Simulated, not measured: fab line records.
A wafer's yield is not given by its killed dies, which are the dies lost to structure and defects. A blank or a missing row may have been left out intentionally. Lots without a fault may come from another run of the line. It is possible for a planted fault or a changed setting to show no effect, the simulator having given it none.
Split-lot experiment || flow n5-finfet || 39 wafers read across 7 lots, on a route 1938 steps long

THE SPLIT ITSELF
At N5_BEOL_M5_HM_DEP_02 (deposits TiN, target thk 20 nm), the setting target-thk-a was moved away from the recipe's 200 angstrom on 15 of the 39 wafers read, by -54.2% to +56.9%. For the rest of the wafers, this setting stayed at what the recipe calls for.

FROM THE SPLIT TO THE READING: what the file shows between them, 4 steps
- N5_BEOL_M5_COAT_59: time 60 s, resist thk 60 nm
- N5_BEOL_M5_COAT_60: time 60 s, resist thk 12 nm
- N5_BEOL_M5_STRIP_73: strips in N2/H2
- N5_BEOL_M5_STRIP_64: strips in CF4

THE READING
etch.depth-nm (the simulator's own value, which no gauge read), in nm, at N5_BEOL_M5_HM_OPEN_17 (chemistry Cl2/BCl3, target TiN, target depth 20 nm, overetch 6 nm). The file does not state a usual value for it. Across the 24 wafers here that went through the recipe, the average is 20.061 nm and the standard deviation 0.17 nm.

{"wafer": "L074.3", "tool, chamber at the split": "pvd-sputter-03, -", "target-thk-a as run, angstrom": 200, "against the recipe": "recipe", "etch.depth-nm, nm": 20.1, "against lot-mates on the recipe": "-"}
{"wafer": "L074.4", "tool, chamber at the split": "pvd-sputter-03, -", "target-thk-a as run, angstrom": 200, "against the recipe": "recipe", "etch.depth-nm, nm": 20.07, "against lot-mates on the recipe": "-"}
{"wafer": "L074.5", "tool, chamber at the split": "pvd-sputter-03, -", "target-thk-a as run, angstrom": 200, "against the recipe": "recipe", "etch.depth-nm, nm": 20.09, "against lot-mates on the recipe": "-"}
{"wafer": "L077.1", "tool, chamber at the split": "pvd-sputter-03, -", "target-thk-a as run, angstrom": 200, "against the recipe": "recipe", "etch.depth-nm, nm": 20.09, "against lot-mates on the recipe": "-"}
{"wafer": "L077.2", "tool, chamber at the split": "pvd-sputter-03, -", "target-thk-a as run, angstrom": 200, "against the recipe": "recipe", "etch.depth-nm, nm": 20.17, "against lot-mates on the recipe": "-"}
{"wafer": "L077.3", "tool, chamber at the split": "pvd-sputter-03, -", "target-thk-a as run, angstrom": 200, "against the recipe": "recipe", "etch.depth-nm, nm": 20.01, "against lot-mates on the recipe": "-"}
{"wafer": "L077.4", "tool, chamber at the split": "pvd-sputter-03, -", "target-thk-a as run, angstrom": 200, "against the recipe": "recipe", "etch.depth-nm, nm": 20.13, "against lot-mates on the recipe": "-"}
{"wafer": "L077.5", "tool, chamber at the split": "pvd-sputter-03, -", "target-thk-a as run, angstrom": 200, "against the recipe": "recipe", "etch.depth-nm, nm": 20.29, "against lot-mates on the recipe": "-"}
{"wafer": "L077.6", "tool, chamber at the split": "pvd-sputter-03, -", "target-thk-a as run, angstrom": 200, "against the recipe": "recipe", "etch.depth-nm, nm": 20.11, "against lot-mates on the recipe": "-"}
{"wafer": "L078.1", "tool, chamber at the split": "pvd-sputter-03, -", "target-thk-a as run, angstrom": 256.8, "against the recipe": "+28.4%", "etch.depth-nm, nm": 25.58, "against lot-mates on the recipe": "+5.520"}
{"wafer": "L078.2", "tool, chamber at the split": "pvd-sputter-03, -", "target-thk-a as run, angstrom": 256.8, "against the recipe": "+28.4%", "etch.depth-nm, nm": 25.69, "against lot-mates on the recipe": "+5.630"}
{"wafer": "L078.3", "tool, chamber at the split": "pvd-sputter-03, -", "target-thk-a as run, angstrom": 200, "against the recipe": "recipe", "etch.depth-nm, nm": 20.14, "against lot-mates on the recipe": "-"}
{"wafer": "L078.4", "tool, chamber at the split": "pvd-sputter-03, -", "target-thk-a as run, angstrom": 200, "against the recipe": "recipe", "etch.depth-nm, nm": 20.07, "against lot-mates on the recipe": "-"}
{"wafer": "L078.5", "tool, chamber at the split": "pvd-sputter-03, -", "target-thk-a as run, angstrom": 256.8, "against the recipe": "+28.4%", "etch.depth-nm, nm": 25.83, "against lot-mates on the recipe": "+5.770"}
{"wafer": "L078.6", "tool, chamber at the split": "pvd-sputter-03, -", "target-thk-a as run, angstrom": 200, "against the recipe": "recipe", "etch.depth-nm, nm": 19.97, "against lot-mates on the recipe": "-"}
{"wafer": "L081.1", "tool, chamber at the split": "pvd-sputter-02, -", "target-thk-a as run, angstrom": 283, "against the recipe": "+41.5%", "etch.depth-nm, nm": 25.07, "against lot-mates on the recipe": "+5.057"}
{"wafer": "L081.2", "tool, chamber at the split": "pvd-sputter-02, -", "target-thk-a as run, angstrom": 283, "against the recipe": "+41.5%", "etch.depth-nm, nm": 26.66, "against lot-mates on the recipe": "+6.647"}
{"wafer": "L081.3", "tool, chamber at the split": "pvd-sputter-02, -", "target-thk-a as run, angstrom": 200, "against the recipe": "recipe", "etch.depth-nm, nm": 20.02, "against lot-mates on the recipe": "-"}
{"wafer": "L081.4", "tool, chamber at the split": "pvd-sputter-02, -", "target-thk-a as run, angstrom": 200, "against the recipe": "recipe", "etch.depth-nm, nm": 19.98, "against lot-mates on the recipe": "-"}
{"wafer": "L081.5", "tool, chamber at the split": "pvd-sputter-02, -", "target-thk-a as run, angstrom": 283, "against the recipe": "+41.5%", "etch.depth-nm, nm": 25.01, "against lot-mates on the recipe": "+4.997"}
{"wafer": "L081.6", "tool, chamber at the split": "pvd-sputter-02, -", "target-thk-a as run, angstrom": 200, "against the recipe": "recipe", "etch.depth-nm, nm": 20.04, "against lot-mates on the recipe": "-"}
{"wafer": "L088.1", "tool, chamber at the split": "pvd-sputter-02, -", "target-thk-a as run, angstrom": 91.62, "against the recipe": "-54.2%", "etch.depth-nm, nm": 9.29, "against lot-mates on the recipe": -11.003}
{"wafer": "L088.2", "tool, chamber at the split": "pvd-sputter-02, -", "target-thk-a as run, angstrom": 200, "against the recipe": "recipe", "etch.depth-nm, nm": 20.25, "against lot-mates on the recipe": "-"}
{"wafer": "L088.3", "tool, chamber at the split": "pvd-sputter-02, -", "target-thk-a as run, angstrom": 200, "against the recipe": "recipe", "etch.depth-nm, nm": 20.27, "against lot-mates on the recipe": "-"}
{"wafer": "L088.4", "tool, chamber at the split": "pvd-sputter-02, -", "target-thk-a as run, angstrom": 91.62, "against the recipe": "-54.2%", "etch.depth-nm, nm": 9.041, "against lot-mates on the recipe": -11.252}
{"wafer": "L088.5", "tool, chamber at the split": "pvd-sputter-02, -", "target-thk-a as run, angstrom": 200, "against the recipe": "recipe", "etch.depth-nm, nm": 20.36, "against lot-mates on the recipe": "-"}
{"wafer": "L088.6", "tool, chamber at the split": "pvd-sputter-02, -", "target-thk-a as run, angstrom": 91.62, "against the recipe": "-54.2%", "etch.depth-nm, nm": 9.207, "against lot-mates on the recipe": -11.086}
{"wafer": "L092.1", "tool, chamber at the split": "pvd-sputter-01, -", "target-thk-a as run, angstrom": 200, "against the recipe": "recipe", "etch.depth-nm, nm": 19.99, "against lot-mates on the recipe": "-"}
{"wafer": "L092.2", "tool, chamber at the split": "pvd-sputter-01, -", "target-thk-a as run, angstrom": 313.9, "against the recipe": "+56.9%", "etch.depth-nm, nm": 26.9, "against lot-mates on the recipe": "+7.120"}
{"wafer": "L092.3", "tool, chamber at the split": "pvd-sputter-01, -", "target-thk-a as run, angstrom": 313.9, "against the recipe": "+56.9%", "etch.depth-nm, nm": 26.85, "against lot-mates on the recipe": "+7.070"}
{"wafer": "L092.4", "tool, chamber at the split": "pvd-sputter-01, -", "target-thk-a as run, angstrom": 200, "against the recipe": "recipe", "etch.depth-nm, nm": 19.74, "against lot-mates on the recipe": "-"}
{"wafer": "L092.5", "tool, chamber at the split": "pvd-sputter-01, -", "target-thk-a as run, angstrom": 313.9, "against the recipe": "+56.9%", "etch.depth-nm, nm": 26.6, "against lot-mates on the recipe": "+6.820"}
{"wafer": "L092.6", "tool, chamber at the split": "pvd-sputter-01, -", "target-thk-a as run, angstrom": 200, "against the recipe": "recipe", "etch.depth-nm, nm": 19.61, "against lot-mates on the recipe": "-"}
{"wafer": "L087.1", "tool, chamber at the split": "pvd-sputter-02, -", "target-thk-a as run, angstrom": 200, "against the recipe": "recipe", "etch.depth-nm, nm": 19.78, "against lot-mates on the recipe": "-"}
{"wafer": "L087.2", "tool, chamber at the split": "pvd-sputter-02, -", "target-thk-a as run, angstrom": 118, "against the recipe": "-41.0%", "etch.depth-nm, nm": 11.91, "against lot-mates on the recipe": -8.077}
{"wafer": "L087.3", "tool, chamber at the split": "pvd-sputter-02, -", "target-thk-a as run, angstrom": 200, "against the recipe": "recipe", "etch.depth-nm, nm": 20, "against lot-mates on the recipe": "-"}
{"wafer": "L087.4", "tool, chamber at the split": "pvd-sputter-02, -", "target-thk-a as run, angstrom": 118, "against the recipe": "-41.0%", "etch.depth-nm, nm": 11.85, "against lot-mates on the recipe": -8.137}
{"wafer": "L087.5", "tool, chamber at the split": "pvd-sputter-02, -", "target-thk-a as run, angstrom": 200, "against the recipe": "recipe", "etch.depth-nm, nm": 20.18, "against lot-mates on the recipe": "-"}
{"wafer": "L087.6", "tool, chamber at the split": "pvd-sputter-02, -", "target-thk-a as run, angstrom": 118, "against the recipe": "-41.0%", "etch.depth-nm, nm": 11.75, "against lot-mates on the recipe": -8.237}

THE FIT
A straight line over all 39 wafers: etch.depth-nm changes by +0.165 nm for each +1% of target-thk-a; r = +0.98; the points scatter about the line by 1 nm.
The same after taking each lot's own level away (the mean of its wafers on the recipe; 39 wafers): +0.168 nm for each +1%; r = +0.98; scatter 1 nm.
Per that fit: largest target-thk-a move, reading shift of 9.5 nm.
The span of the lots' own levels, 19.7800 to 20.2933 nm, comes to 3.1 times the standard deviation stated above.
Consequently the slope shifts little with the lot-to-lot level, the two slopes agreeing.
Check: with one of the wafers moved furthest among these (+56.9%) left out of the fit, the line predicts +9.33 nm for it against its lot-mates. It came out at +7.12 nm against them.

THE WHOLE CHAIN: every reading that the file lists as answering this split, in the file's order
{"step": "N5_BEOL_M5_HM_DEP_02", "what it does": "deposits TiN, target thk 20 nm", "reading": "TiN_of_BEOL_M5_HM_DEP_02.thk-nm (the simulator's own value, which no gauge read)", "change (the file's fit)": "+0.203 nm for each +1% of the setting", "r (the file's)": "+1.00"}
{"step": "N5_BEOL_M5_HM_OPEN_17", "what it does": "chemistry Cl2/BCl3, target TiN, target depth 20 nm, overetch 6 nm", "reading": "etch.depth-nm (the simulator's own value, which no gauge read)", "change (the file's fit)": "+0.166 nm for each +1% of the setting", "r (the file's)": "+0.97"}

THE FILE'S OWN FIT
etch.depth-nm changes by +0.166 nm for each +1% of target-thk-a, r = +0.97.
